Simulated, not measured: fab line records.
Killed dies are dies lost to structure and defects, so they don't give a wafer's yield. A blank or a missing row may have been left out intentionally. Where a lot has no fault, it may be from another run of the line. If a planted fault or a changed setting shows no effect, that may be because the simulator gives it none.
Split-lot trial -- flow n5-finfet -- on a route of 1938 steps: 7 lots, 21 wafers read

## ON THE SPLIT
At N5_BEOL_M9_COAT_63 (time 60 s, resist thk 60 nm), the setting spin-rpm was moved away from the recipe's 1500 rpm on 8 of the 21 wafers read, by -11.0% to +10.4%. All remaining wafers had this setting at the recipe value.

## FROM THE SPLIT TO THE READING: what the file shows between them, 9 steps
- N5_BEOL_M9_COAT_22: resist thk 30 nm (also split here: spin-rpm)
- N5_BEOL_M9_EBR_24
- N5_BEOL_M9_SOFTBAKE_23: time 60 s
- N5_BEOL_M9_DESCUM_33: chemistry O2, time 7 s
- N5_BEOL_M9_ETCH_76: etches underlayer in N2/H2, target depth 6.5 nm, time 5.2 s
- N5_BEOL_M9_ETCH_65: etches SiARC in CF4, target depth 15.6 nm, time 26 s
- N5_BEOL_M9_ETCH_66: etches SOC in N2/H2, target depth 80 nm, overetch 16 nm, time 120 s
- N5_BEOL_M9_STRIP_69: strips in N2/H2
- N5_BEOL_M9_STRIP_77: strips in N2/H2

## THE READING
SOC_of_BEOL_M9_COAT_63.thk-nm (the simulator's own value, which no gauge read), in nm, at N5_BEOL_M9_VIA_ETCH_34 (etches SiCOH lowk in C4F6/O2, target depth 182.4 nm, time 68.4 s). The file gives no usual value for it. Average 51.0 nm, standard deviation 0.25 nm, over the 13 wafers here run with the recipe.

wafer,"tool, chamber at the split","spin-rpm as run, rpm",against the recipe,"SOC_of_BEOL_M9_COAT_63.thk-nm, nm",against lot-mates on the recipe
L078.1,"litho-track-01, 0",1500,recipe,51,-
L078.3,"litho-track-01, 0",1500,recipe,51,-
L078.5,"litho-track-01, 0",1500,recipe,51.2,-
L077.1,"litho-track-02, 0",1413,-5.8%,52.6,+1.8
L077.3,"litho-track-02, 0",1500,recipe,50.8,-
L077.6,"litho-track-02, 0",1413,-5.8%,52.8,+2.0
L079.1,"litho-track-01, 0",1568,+4.5%,49.8,-1.2
L079.4,"litho-track-01, 0",1568,+4.5%,49.8,-1.2
L079.5,"litho-track-01, 0",1500,recipe,51,-
L088.1,"litho-track-01, 0",1631,+8.7%,49,-1.7
L088.2,"litho-track-01, 0",1500,recipe,50.6,-
L088.5,"litho-track-01, 0",1500,recipe,50.8,-
L089.3,"litho-track-01, 0",1500,recipe,51.4,-
L089.4,"litho-track-01, 0",1500,recipe,51,-
L089.5,"litho-track-01, 0",1656,+10.4%,48.4,-2.8
L090.1,"litho-track-05, 0",1335,-11.0%,54.4,+3.8
L090.5,"litho-track-05, 0",1335,-11.0%,54.2,+3.6
L090.6,"litho-track-05, 0",1500,recipe,50.6,-
L097.3,"litho-track-01, 0",1500,recipe,51,-
L097.4,"litho-track-01, 0",1500,recipe,51.2,-
L097.5,"litho-track-01, 0",1500,recipe,51.4,-

FIT RESULTS
A straight line over all 21 wafers: SOC_of_BEOL_M9_COAT_63.thk-nm changes by -0.275 nm for each +1% of spin-rpm; r = -0.99; the points scatter about the line by 0.24 nm.
The same after taking each lot's own level away (the mean of its wafers on the recipe; 21 wafers): -0.295 nm for each +1%; r = -0.99; scatter 0.26 nm.
On that fit, the largest move of spin-rpm shifts the reading by 3.2 nm.
The span of the lots' own levels, 50.60 to 51.20 nm, comes to 2.4 times the standard deviation stated above.
Hence the lot-to-lot level has little effect on the slope; both slopes agree.
Check: with one of the wafers moved furthest among these (-11.0%) left out of the fit, the line predicts +3.22 nm for it against its lot-mates. It came out at +3.8 nm against them.

## OTHER SPLITS ON THESE WAFERS
Note: prior to the reading, these wafers also went through further splits. Each is held against what the fit with the lots' levels taken away leaves over:
other split on the same wafers,wafers away from the commonest value,r with SOC_of_BEOL_M9_COAT_63.thk-nm (lot level and that fit taken away)
N5_BEOL_M7_HM_DEP_02 target-thk-a,4,-0.11
N5_BEOL_M8_COAT_60 spin-rpm,10,+0.18
N5_BEOL_M9_COAT_22 spin-rpm,7,+0.17

## THE WHOLE CHAIN: every reading that the file lists as answering this split, in the file's order
step,what it does,reading,change (the file's fit),r (the file's)
N5_BEOL_M9_COAT_63,"time 60 s, resist thk 60 nm","SOC_of_BEOL_M9_COAT_63.thk-nm (the simulator's own value, which no gauge read)",-0.293 nm for each +1% of the setting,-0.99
N5_BEOL_M9_ETCH_66,"etches SOC in N2/H2, target depth 80 nm, overetch 16 nm, time 120 s","etch.depth-nm (the simulator's own value, which no gauge read)",-0.292 nm for each +1% of the setting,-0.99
N5_BEOL_M9_VIA_ETCH_34,"etches SiCOH lowk in C4F6/O2, target depth 182.4 nm, time 68.4 s","SOC_of_BEOL_M9_COAT_63.thk-nm (the simulator's own value, which no gauge read)",-0.281 nm for each +1% of the setting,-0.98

## THE FILE'S OWN FIT
SOC_of_BEOL_M9_COAT_63.thk-nm changes by -0.281 nm for each +1% of spin-rpm, r = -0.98.
